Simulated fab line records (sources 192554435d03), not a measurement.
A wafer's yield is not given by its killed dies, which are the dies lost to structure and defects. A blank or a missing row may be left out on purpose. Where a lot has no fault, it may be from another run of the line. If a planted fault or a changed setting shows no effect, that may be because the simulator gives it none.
Split-lot study	flow n5 finfet	39 wafers read across 7 lots, on a route 1938 steps long

== THE SPLIT ==
At N5_PASSIVATION_PECVD_53 (deposits SiO2 from TEOS/O2, target thk 800 nm, time 169.4 s), the setting time s was moved away from the recipe's 169.4 s on 12 of the 39 wafers read, by -36.8% to +58.9%. All remaining wafers had this setting at the recipe value.

The split's own step is where the reading is taken.

== THE READING ==
SiO2_of_PASSIVATION_PECVD_53.thk nm (the simulator's own value, which no gauge read), in nm, at N5_PASSIVATION_PECVD_53 (deposits SiO2 from TEOS/O2, target thk 800 nm, time 169.4 s). No usual value for it is given in the file. The 27 wafers here that ran the recipe average 800.6 nm, standard deviation 11 nm.

wafer	tool, chamber at the split	time s as run, s	against the recipe	SiO2_of_PASSIVATION_PECVD_53.thk nm, nm	against lot-mates on the recipe
L079.1	pecvd-02, 0	169.4	recipe	802.2	-
L079.2	pecvd-02, 2	127.8	-24.6%	598.8	-198.5
L079.3	pecvd-02, 1	127.8	-24.6%	587.6	-209.7
L079.4	pecvd-02, 2	169.4	recipe	807.4	-
L079.5	pecvd-02, 1	169.4	recipe	782.4	-
L079.6	pecvd-02, 0	127.8	-24.6%	611.4	-185.9
L078.1	pecvd-01, 2	169.4	recipe	798.2	-
L078.4	pecvd-01, 1	169.4	recipe	807.2	-
L078.5	pecvd-01, 1	169.4	recipe	805	-
L080.1	pecvd-01, 1	169.4	recipe	800.6	-
L080.2	pecvd-01, 2	241.3	+42.4%	1133	+331.8
L080.3	pecvd-01, 2	169.4	recipe	803.2	-
L080.4	pecvd-01, 1	241.3	+42.4%	1151	+349.8
L080.5	pecvd-01, 2	241.3	+42.4%	1139	+337.8
L080.6	pecvd-01, 1	169.4	recipe	799.8	-
L085.1	pecvd-04, 2	107	-36.8%	509.8	-290.1
L085.2	pecvd-04, 0	107	-36.8%	493.8	-306.1
L085.3	pecvd-04, 1	169.4	recipe	796.2	-
L085.4	pecvd-04, 2	169.4	recipe	809	-
L085.5	pecvd-04, 0	169.4	recipe	794.6	-
L085.6	pecvd-04, 1	107	-36.8%	503.2	-296.7
L090.1	pecvd-02, 2	169.4	recipe	791.4	-
L090.2	pecvd-02, 0	169.4	recipe	807.8	-
L090.3	pecvd-02, 1	169.4	recipe	781.8	-
L090.4	pecvd-02, 1	169.4	recipe	792.8	-
L090.5	pecvd-02, 0	169.4	recipe	820	-
L090.6	pecvd-02, 2	169.4	recipe	794.8	-
L094.1	pecvd-01, 1	169.4	recipe	790	-
L094.2	pecvd-01, 2	269.2	+58.9%	1264	+460.1
L094.3	pecvd-01, 0	269.2	+58.9%	1256	+452.1
L094.4	pecvd-01, 1	269.2	+58.9%	1284	+480.1
L094.5	pecvd-01, 2	169.4	recipe	806.8	-
L094.6	pecvd-01, 0	169.4	recipe	814.8	-
L097.1	pecvd-02, 2	169.4	recipe	796.2	-
L097.2	pecvd-02, 1	169.4	recipe	786	-
L097.3	pecvd-02, 0	169.4	recipe	812.4	-
L097.4	pecvd-02, 2	169.4	recipe	805.2	-
L097.5	pecvd-02, 0	169.4	recipe	825.2	-
L097.6	pecvd-02, 1	169.4	recipe	785.2	-

FIT RESULTS
A straight line over all 39 wafers: SiO2_of_PASSIVATION_PECVD_53.thk nm changes by +8.01 nm for each +1% of time s; r = +1.00; the points scatter about the line by 11 nm.
The same after taking each lot's own level away (the mean of its wafers on the recipe; 39 wafers): +7.97 nm for each +1%; r = +1.00; scatter 11 nm.
That fit puts the effect of the largest move of time s on the reading at 4.7e+02 nm.
From 797.33 to 803.87 nm: that is the span of the lots' own levels, equal to 0.6 times the standard deviation above.
So the lot-to-lot level changes the slope little: the two slopes agree.
Check: for one of the wafers moved furthest among these (+58.9%), held out of the fit, the line's prediction against its lot-mates is +470 nm. Against them it came out at +460 nm.

== OTHER SPLITS ON THESE WAFERS ==
Before the reading, these wafers also passed through other splits. Each is held against what the fit with the lots' levels taken away leaves over:
other split on the same wafers	wafers away from the commonest value	r with SiO2_of_PASSIVATION_PECVD_53.thk nm (lot level and that fit taken away)
N5_BEOL_M13_TRENCH_ETCH_34 target depth a	12	-0.31
N5_PASSIVATION_ETCH_15 target depth a	12	+0.01

== THE FILE'S OWN FIT ==
SiO2_of_PASSIVATION_PECVD_53.thk nm changes by +7.96 nm for each +1% of time s, r = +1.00.
